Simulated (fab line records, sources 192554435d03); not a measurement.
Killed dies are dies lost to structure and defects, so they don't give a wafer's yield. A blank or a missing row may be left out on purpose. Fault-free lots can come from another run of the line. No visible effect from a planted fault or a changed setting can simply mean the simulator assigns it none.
Problem report, 8D (eight disciplines) form, completed by code | flow n5Finfet | the parts of the form that need people (team, actions taken, sign-off) are left out

== 1. WHAT WENT WRONG ==
At N5_BEOL_M0_SAQP_CD_MEAS_29, cdNm averages 10.67 nm over 2 wafers from 2 lots, while fault-free wafers read 15.08 nm, standard deviation 0.22. Measured from the usual mean, that is -20 standard deviations.
The step: target cd 14.4 nm.
The first sign was on wafer L690.3 at day 9 20:17, on cdSem-01. Wafers with a number at this step in the record: 28, from 10 lots. The rule behind "out" and "out of limits": a value lying over 4 standard deviations away from the usual mean. The rest of the wafers with a number are treated as sound.

== 2. WHAT IT IS; WHAT IT IS NOT ==
question                    | is                 | is not
which readings at this step | cdNm               | -
which lots                  | L690, L691         | L674, L676, L677, L682, L683, L688, L696, L697
which wafers of those lots  | L690.3, L691.2     | L690.1, L691.1
read on which gauges        | cdSem-01, cdSem-02 | cdSem-03
when                        | from day 9 20:17   | up to then (19 sound wafers); but 7 sound wafers of L691, L696, L697 came after

== 3. WHAT RULES OUT EACH SUSPECT ==
Counting: any tool at a process step up to the reading remains a suspect provided it ran every lot that is out. Sound lots after the first of them don't rule it out here, since some wafers of a struck lot are sound.
- the gauge at N5_BEOL_M0_SAQP_CD_MEAS_29 is ruled out. 2 gauges (cdSem-01, cdSem-02) read the wafers that are out.
- vaporEtch-01 at N5_BEOL_M0_SAQP_RECESS_109 (chemistry HF/NH3, target SiO2, target depth 3 nm, afs cycles 1, sublimation time 60 s): kept. It processed each lot that is out (first: L690, day 9 18:28); up to then, its last sound lot is L688 (day 9 17:19).
- aldSin-03 at N5_BEOL_M0_SAQP_SPACER2_ALD_26 (deposits SiO2, target thk 15 nm, pulse time 1 s, purge time 2 s): kept. It processed each lot that is out (first: L690, day 9 19:32); up to then, its last sound lot is L688 (day 9 17:28).
- aldSin-03, N5_BEOL_M0_SAQP_SPACER2_ALD_26: wafers that are out in chamber 2, sound lot-mates in chambers 0, 3.
The count leaves aldSin-03 at N5_BEOL_M0_SAQP_SPACER2_ALD_26 and vaporEtch-01 at N5_BEOL_M0_SAQP_RECESS_109.

== 4. THE CAUSE (what the simulator had put in) ==
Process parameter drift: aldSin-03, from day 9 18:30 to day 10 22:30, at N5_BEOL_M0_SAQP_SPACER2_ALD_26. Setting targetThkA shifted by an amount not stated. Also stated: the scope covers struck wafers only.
Counting leaves 2 suspects; this tool is one of them.

== 5. SEQUENCE OF EFFECTS, ordered by route ==
Each row: a reading where the mean over the struck wafers with a number is more than 3 standard deviations away from the usual. Scope: only readings with a usual standard deviation given in the record; hours: median across lots of the time from each lot's start at the first step in this table that gives one to its start at this step; sigmas: change in usual standard deviations.
hours | step                       | reading            | usual    | on struck wafers | change | sigmas
0     | N5_BEOL_M0_SAQP_CD_MEAS_29 | cdNm               | 15.08 nm | 10.67            | -4.41  | -20
186   | N5_PASSIVATION_PROBE_49    | defectLimitedYield | 91.4 %   | 0.0              | -91.4  | -61
186   | N5_PASSIVATION_PROBE_49    | killed_at_M0_to_M3 | 33       | 1112             | +1079  | +98
186   | N5_PASSIVATION_PROBE_49    | killedDies         | 102      | 1180             | +1078  | +63
186   | N5_PASSIVATION_PROBE_49    | killedOnRim        | 13       | 152              | +139   | +37
186   | N5_PASSIVATION_PROBE_49    | sortNPass          | 1078     | 0                | -1078  | -60
186   | N5_PASSIVATION_PROBE_49    | sortYieldPct       | 91.3 %   | 0.0              | -91.3  | -61
Process steps it contains:
- N5_PASSIVATION_PROBE_49

== 6. HOW IT WOULD HAVE BEEN CAUGHT EARLIER ==
The first out-of-limits reading at a measuring or inspecting step in this record came at day 9 20:17, 2 hours after the fault's start at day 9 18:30.
An alarm limit of 4 standard deviations would not have fired on the tool readings at N5_BEOL_M0_SAQP_SPACER2_ALD_26 for which the record gives a usual standard deviation, since none of them was out on any struck wafer.
L691, from the lots that are out (2), started N5_BEOL_M0_SAQP_SPACER2_ALD_26 on aldSin-03 later than day 9 20:17. Had the tool been put on hold then, it would have been spared.
